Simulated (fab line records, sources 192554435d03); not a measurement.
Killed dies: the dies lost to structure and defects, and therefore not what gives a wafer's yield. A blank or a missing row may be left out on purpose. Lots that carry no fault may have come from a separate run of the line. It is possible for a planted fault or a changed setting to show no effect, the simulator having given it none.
Matching of chambers / flow n5_finfet / 4 sister chambers for N5_BEOL_M0_SAQP_MANDREL1_REMOVE_100 on rie_si-03
The step chemistry HBr/Cl2/O2, target a-Si, stops on SiNx, bt time 10 s. 4 wafers are shown with their chamber, then 9 later ones without.

WAFERS WITH THEIR CHAMBER
wafer=L084.3; chamber=1; throttle_valve_pct (%)=37.18
wafer=L085.1; chamber=3; throttle_valve_pct (%)=36.67
wafer=L091.3; chamber=0; throttle_valve_pct (%)=36.82
wafer=L091.4; chamber=2; throttle_valve_pct (%)=36.47

WAFERS WITH NO CHAMBER GIVEN
wafer=L093.2; throttle_valve_pct (%)=36.49
wafer=L093.5; throttle_valve_pct (%)=36.83
wafer=L093.6; throttle_valve_pct (%)=36.49
wafer=L095.1; throttle_valve_pct (%)=36.68
wafer=L095.3; throttle_valve_pct (%)=37.19
wafer=L095.4; throttle_valve_pct (%)=36.47
wafer=L097.1; throttle_valve_pct (%)=36.67
wafer=L097.2; throttle_valve_pct (%)=36.83
wafer=L097.6; throttle_valve_pct (%)=36.84

WHICH CHAMBER EACH WENT THROUGH
wafer=L093.2; from the rows above=2; in truth=2
wafer=L093.5; from the rows above=0; in truth=0
wafer=L093.6; from the rows above=2; in truth=2
wafer=L095.1; from the rows above=3; in truth=3
wafer=L095.3; from the rows above=1; in truth=1
wafer=L095.4; from the rows above=2; in truth=2
wafer=L097.1; from the rows above=3; in truth=3
wafer=L097.2; from the rows above=0; in truth=0
wafer=L097.6; from the rows above=0; in truth=0
Correctly placed: 9 of 9. From these rows, 0 cannot be placed. Placed wrongly: 0.
How it was worked out, from the rows above alone: a wafer's distance from a chamber is the root of the sum, over the readings, of the square of ((its reading less the chamber's mean) divided by the reading's scatter). If the next closest chamber is less than 2 further off than the closest, the wafer can't be placed; otherwise it belongs to the closest. The mean given for a chamber averages the wafers shown for that chamber. The scatter: with one shown wafer a chamber, the root of the mean of the squares of how far each hidden wafer lies from its nearest shown one.
